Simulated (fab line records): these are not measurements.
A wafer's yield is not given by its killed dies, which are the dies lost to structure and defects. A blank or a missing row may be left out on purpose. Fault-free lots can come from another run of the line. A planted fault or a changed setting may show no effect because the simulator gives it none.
Which tool is to blame? -- flow nandHarc -- Sampling: 7 lots, 21 wafers, 2 of 1302 route steps

WHAT EACH GAUGE READ, for each wafer
NHARC_A_BONDPAD_THK_MEAS_20: measures by xrf.
lot,measured,on,thkNm (nm)
L952,day 24 07:17,filmMetro-02,170.8 170.2 173.1
L954,day 24 17:56,filmMetro-02,169.6 167.4 168.5
L956,day 25 22:37,filmMetro-01,166.2 170.8 168.4
L958,day 27 03:47,filmMetro-01,173.2 171.0 170.6
L962,day 27 16:16,filmMetro-01,173.3 170.3 168.6
L964,day 29 05:33,filmMetro-02,172.6 170.7 170.3
L965,day 29 00:49,filmMetro-02,167.1 168.8 171.0

WHAT TOOL EACH LOT RAN ON (gives the tool, then ch and the chambers of the sampled wafers, and finally the start)
lot,NHARC_P_STI_HDPCVD_20
L952,"hdpcvd-01 ch 0,1, day 4 00:51"
L954,"hdpcvd-01 ch 0,1, day 4 19:15"
L956,"hdpcvd-01 ch 0, day 5 16:20"
L958,"hdpcvd-01 ch 0,1, day 6 17:17"
L962,"hdpcvd-01 ch 0,1, day 8 01:46"
L964,"hdpcvd-01 ch 0,1, day 9 10:33"
L965,"hdpcvd-01 ch 0, day 9 11:31"
- NHARC_P_STI_HDPCVD_20: deposits SiO2.

THE ANSWER, worked out from the rows above alone
Rule: what is usual is taken from the lots themselves. The widest of any qualifying gaps counts: lots, ordered by their means at a reading, are off when they make up no more than a third of the lots, leave a main group of 4 or more, and stand apart from it by 3 or more times the standard deviation of that group's means. A main group whose means are all the same, to the digits that the tables above print for the reading, isn't used. A lot without any number at a reading at which 4 lots or more have one is off too. The other lots that the step has rows for count as sound.
Across all readings shown, no lot is off: no conclusion can be drawn from this.

WHAT THE SIMULATOR HAD INSERTED
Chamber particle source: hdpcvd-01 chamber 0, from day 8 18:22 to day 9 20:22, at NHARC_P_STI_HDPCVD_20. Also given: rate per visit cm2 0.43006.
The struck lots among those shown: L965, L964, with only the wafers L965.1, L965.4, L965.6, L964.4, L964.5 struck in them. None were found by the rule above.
